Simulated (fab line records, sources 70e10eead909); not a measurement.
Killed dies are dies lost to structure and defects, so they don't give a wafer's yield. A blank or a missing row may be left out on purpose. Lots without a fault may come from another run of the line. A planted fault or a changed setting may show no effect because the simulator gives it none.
A struck lot beside a sound one | flow nand_harc | 15 steps out of a route of 1302
Sound: wafers L479.1, L479.2, L479.3. Struck: wafer L481.3. (L481.4, L481.5 of the same lot were not struck and are left out.) The cause comes at the end.
At each step with rows: each side's tool, then ch and its chambers, then its first start. Under that, the readings that differ: sound wafers | struck wafers | difference of the means | sigmas: that difference in standard deviations of wafers without a fault.
alike: readings whose means differ by less than 2 such deviations, and words and numbers that are the same on both sides. not compared: withheld readings, readings that some wafer has no value for, bounds like >300 that may hide the same value, and numbers for which the record gives no deviation and whose values overlap.
The two part at a step that has a row with sigmas, a row that says differs or no value, or rows on one side only. Numbers that don't overlap but have no deviation are shown without sigmas and don't part them. A reading that every wafer of one side lacks parts them only if that side has two wafers or more.

NHARC_A_DECK1_JOINT_ETCHBACK_07: etches the open film in HBr, target depth 105 nm, time 26.9 s.
  sound on rie_si-03 ch 0,1,2, day 15 14:20; struck on rie_si-01 ch 2, day 16 03:07
  reading                | sound       | struck | difference | sigmas
  rf_hours_counter_h (h) | 0.7 0.8 0.7 | 1.0    | +0.3       |
  alike: drypump_motor_current_A, oes_product_au, run_length_s, throttle_valve_pct
then, 8 steps without rows for these wafers: NHARC_A_DECK1_JOINT_ETCH_25 (etches SiO2 in dHF, target depth 0.5 nm); NHARC_A_DECK1_JOINT_ETCH_19 (etches poly-Si in TMAH, target depth 3 nm); NHARC_A_DECK1_JOINT_ETCH_18 (etches SiO2 in dHF, target depth 3 nm); NHARC_A_DECK1_JOINT_WET_08 (chemistry H3PO4, time 86 s); NHARC_A_DECK1_JOINT_ETCH_09 (etches SiO2 in dHF, target depth 5 nm); NHARC_A_DECK1_JOINT_WET_10 (chemistry H3PO4, time 86 s); NHARC_A_DECK1_JOINT_ETCH_11 (etches SiO2 in dHF, target depth 35 nm); NHARC_A_DECK1_JOINT_CVD_12 (deposits poly-Si, target thk 90 nm, time 1800 s).
NHARC_A_DECK1_JOINT_CMP_13: polishes, target thk 51.023 nm.
  sound on cmp-01 ch 1,2,3, day 16 00:35; struck on cmp-02 ch 0, day 16 13:26
  reading             | sound          | struck | difference | sigmas
  motor_current_A (A) | 11.5 10.9 13.3 | 13.4   | +1.5       | +2
  alike: slurry_flow_ml_min, time_to_endpoint_s
NHARC_A_DECK1_JOINT_THK_MEAS_14: measures by ellipsometry.
  sound on film_metro-01, day 16 00:49; struck on film_metro-02, day 16 13:40
  alike: thk_nm
then, 1 step without rows for these wafers: NHARC_A_DECK1_JOINT_SRD_04.
NHARC_A_DECK1_JOINT_ETCHBACK_00: etches the open film in HBr, target depth 30 nm, time 17.4 s.
  sound on rie_si-06 ch 0,2,3, day 16 00:56; struck on rie_si-06 ch 1, day 16 13:49
  reading                     | sound          | struck | difference | sigmas
  drypump_motor_current_A (A) | 5.6 5.4 5.6    | 6.2    | +0.7       | +2
  rf_hours_counter_h (h)      | 0.59 0.65 0.48 | 0.85   | +0.28      |
  run_length_s (s)            | 38.4 39.2 39.0 | 41.2   | +2.3       | +5
  alike: oes_product_au, throttle_valve_pct
then, 1 step without rows for these wafers: NHARC_A_DECK1_JOINT_PRECLEAN_30 (cleans in SC1).
-- the record jumps here: 13 days lie between the struck wafers' starts before and after (it left off in module A_DECK1_JOINT and takes up again in module END, whose first step shown is number 1302 of the route) --
NHARC_END_SORT_01:
  the record has rows for the struck wafers here (prober-01 ch 0, day 29 20:49) and none for the sound ones

WHERE THEY PART
First at NHARC_A_DECK1_JOINT_CMP_13; last, within this record, at NHARC_END_SORT_01.

WHY: what the simulator had put in
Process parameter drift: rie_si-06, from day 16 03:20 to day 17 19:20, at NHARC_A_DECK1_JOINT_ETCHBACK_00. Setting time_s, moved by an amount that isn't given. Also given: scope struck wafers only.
